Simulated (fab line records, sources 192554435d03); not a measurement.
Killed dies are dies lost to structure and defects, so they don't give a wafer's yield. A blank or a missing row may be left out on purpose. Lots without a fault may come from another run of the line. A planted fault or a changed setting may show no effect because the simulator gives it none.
Chamber matching | flow n5_finfet | N5_MOL_CONTACT_COAG_CMP_23 on cmp-04: 4 sister chambers
The step polishes, stops on SiO2, t overpolish 1.5 s, target thk 0 nm. 4 wafers are shown with their chamber, then 9 later ones without.

WAFERS WITH THEIR CHAMBER
wafer  | chamber | motor_current_A (A)
L084.3 | 2       | 7.5
L083.2 | 3       | 8.6
L083.5 | 1       | 7.2
L083.6 | 0       | 8.2

WAFERS WITHOUT THEIR CHAMBER
wafer  | motor_current_A (A)
L087.1 | 8.5
L087.3 | 8.1
L087.4 | 8.0
L089.1 | 8.4
L089.2 | 7.8
L089.3 | 7.3
L094.1 | 7.8
L094.4 | 8.9
L094.6 | 8.5

WHICH CHAMBER EACH WENT THROUGH
wafer  | from the rows above          | in truth
L087.1 | can't be placed: 3 or 0      | 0
L087.3 | can't be placed: 0 or 3      | 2
L087.4 | can't be placed: 0 or 2 or 3 | 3
L089.1 | can't be placed: 3 or 0      | 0
L089.2 | can't be placed: 2 or 0 or 1 | 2
L089.3 | can't be placed: 1 or 2      | 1
L094.1 | can't be placed: 2 or 0 or 1 | 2
L094.4 | can't be placed: 3 or 0      | 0
L094.6 | can't be placed: 3 or 0      | 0
Placed correctly: 0 of 9. Can't be placed from these rows: 9 (the true chamber is among the candidates in 8). Placed wrongly: 0.
How it was worked out, from the rows above alone: a wafer's distance from a chamber is the root of the sum, over the readings, of the square of ((its reading less the chamber's mean) divided by the reading's scatter). The wafer belongs to the nearest chamber; if the next one is less than 2 further off, it can't be placed. A chamber's mean is the mean of its shown wafers. The scatter: with one shown wafer a chamber, the root of the mean of the squares of how far each hidden wafer lies from its nearest shown one.
